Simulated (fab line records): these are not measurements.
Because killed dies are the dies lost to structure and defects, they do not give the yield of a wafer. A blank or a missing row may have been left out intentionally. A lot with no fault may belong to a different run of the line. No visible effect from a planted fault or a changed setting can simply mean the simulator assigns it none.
A struck lot beside a sound one :: flow nand harc :: 22 steps out of a route of 1302
Sound: wafers L950.3, L950.5, L950.6. Wafers struck: L953.2, L953.4, L953.5. The cause is given at the end.
Per side, at each step with rows, come the tool, then ch with its chambers, and then its first start. Under that, the readings that differ: sound wafers :: struck wafers :: difference of the means :: sigmas: that difference in standard deviations of wafers without a fault.
alike: same words and numbers on both sides, and readings whose means sit less than 2 such deviations apart. not compared: any withheld reading, any reading some wafer has no value for, any bound like >300 that may hide the same value, and any number with overlapping values for which the record gives no deviation.
The two part at a step that has a row with sigmas, a row that says differs or no value, or rows on one side only. Non-overlapping numbers with no deviation appear without sigmas and do not part them. A reading that every wafer of one side lacks parts them only if that side has two wafers or more.

NHARC_A_CONTACT_CMP_20: polishes, t overpolish 30 s, target thk 300 nm.
  sound on cmp-02 ch 2,3, day 22 23:21; struck on cmp-02 ch 0,2, day 24 11:43
  alike: motor current A, overpolish run s, slurry flow ml min, time to endpoint s
next, for these wafers, 1 step has no rows: NHARC_A_CONTACT_SRD_22.
NHARC_A_CONTACT_INSPECT_23:
  sound: defect inspect-01 at day 22 23:44; struck: defect inspect-01 at day 24 12:05
  alike: raw defect count
then, 8 steps without rows for these wafers: NHARC_A_BLC_DEHYDRATE_00 (time 120 s); NHARC_A_BLC_HMDS_01 (time 30 s); NHARC_A_BLC_COAT_02 (time 75 s); NHARC_A_BLC_COAT_03 (time 65 s); NHARC_A_BLC_COAT_04 (resist thk 90 nm); NHARC_A_BLC_SOFTBAKE_05 (time 55 s); NHARC_A_BLC_EBR_06; NHARC_A_BLC_EXPOSE_07 (exposes mask A BLC, target cd 100 nm).
NHARC_A_BLC_PEB_08: peb time 65 s.
  sound on litho track-06 ch 0, day 23 00:02; struck on litho track-01 ch 0, day 24 12:31
reading: heater power total W (W)
sound: 156.0 156.6 157.2
struck: 132.5 133.2 132.9
difference: -23.7
sigmas: -54

reading: plate temp C (C)
sound: 99.89 100.03 100.14
struck: 88.88 88.95 88.97
difference: -11.09
sigmas: -79
  alike: exhaust pa
then, 1 step without rows for these wafers: NHARC_A_BLC_DEVELOP_09 (develop time 35 s).
NHARC_A_BLC_CD_MEAS_10 targets a cd of 100 nm.
  sound on cd sem-03 ch 0, day 23 00:07; struck on cd sem-01 ch 0, day 24 12:36
reading: cd nm (nm)
sound: 99.3 99.9 99.1
struck: 45.6 45.2 46.5
difference: -53.7
sigmas: -84
NHARC_A_BLC_OVL_MEAS_11:
  sound: overlay-02 at day 23 00:12; struck: overlay-02 at day 24 12:41
reading: overlay y nm (nm)
sound: -2.0 -2.3 -2.2
struck: 0.5 0.4 0.5
difference: +2.6
sigmas: +3
  alike: overlay x nm
NHARC_A_BLC_INSPECT_12:
  sound: defect inspect-01 at day 23 00:14; struck: defect inspect-01 at day 24 12:43
  alike: raw defect count
NHARC_A_BLC_DESCUM_15: chemistry O2, time 3 s.
  sound on rie diel-12 ch 1,2,3, day 23 00:19; struck on rie diel-12 ch 0,2,3, day 24 12:47
reading: model.A_BLC.cd nm (nm)
sound: 99.54 100.4 98.94
struck: 45.26 45.5 45.92
difference: -54.07
sigmas: 
  alike: drypump motor current A, oes product au, rf vpp V, showerhead plenum p Torr, throttle valve pct
  not compared: rf hours counter h
NHARC_A_BLC_ETCH_16: etches the open film in CF4, target depth 39 nm, time 65 s.
  sound on rie diel-12 ch 0,3, day 23 00:23; struck on rie diel-12 ch 0,3, day 24 12:52
  alike: drypump motor current A, oes product au, rf vpp V, showerhead plenum p Torr, throttle valve pct
  not compared: rf hours counter h
NHARC_A_BLC_ETCH_17: etches the open film in N2/H2, target depth 390 nm, time 609.38 s.
  sound on rie diel-12 ch 0,1,3; struck on rie diel-12 ch 1,3
  alike: drypump motor current A, oes product au, rf vpp V, showerhead plenum p Torr, throttle valve pct
  not compared: rf hours counter h
NHARC_A_BLC_ETCH_18: etches the open film in C4F8/O2/Ar, target depth 910 nm.
  sound on rie diel-12 ch 0,1; struck on rie diel-12 ch 0,2
reading: model.A_BLC.cd nm (nm)
sound: 101.4 103.5 99.36
struck: 43.54 40.62 42.63
difference: -59.16
sigmas: 
  alike: oes product au, rf vpp V
  not compared: rf hours counter h
NHARC_A_BLC_CD_MEAS_19:
  sound: cd sem-02 at day 23 01:17; struck: cd sem-02 at day 24 13:45
reading: cd nm (nm)
sound: 101 104 100
struck: 43 41 42
difference: -60
sigmas: -18
NHARC_A_BLC_STRIP_29: strips in CF4.
  sound on rie diel-12 ch 1,2,3, day 23 01:23; struck on rie diel-12 ch 1,2, day 24 13:49
  alike: drypump motor current A, oes product au, rf vpp V, showerhead plenum p Torr, throttle valve pct
  not compared: rf hours counter h

## WHERE THEY PART
First at NHARC_A_BLC_PEB_08; last, within this record, at NHARC_A_BLC_CD_MEAS_19. Later steps at which nothing parts them and some readings are alike: NHARC_A_BLC_STRIP_29.

WHY: whatever the simulator had introduced
Process parameters drifting: litho track-01 at NHARC_A_BLC_PEB_08, beginning at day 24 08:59. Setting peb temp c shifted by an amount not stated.
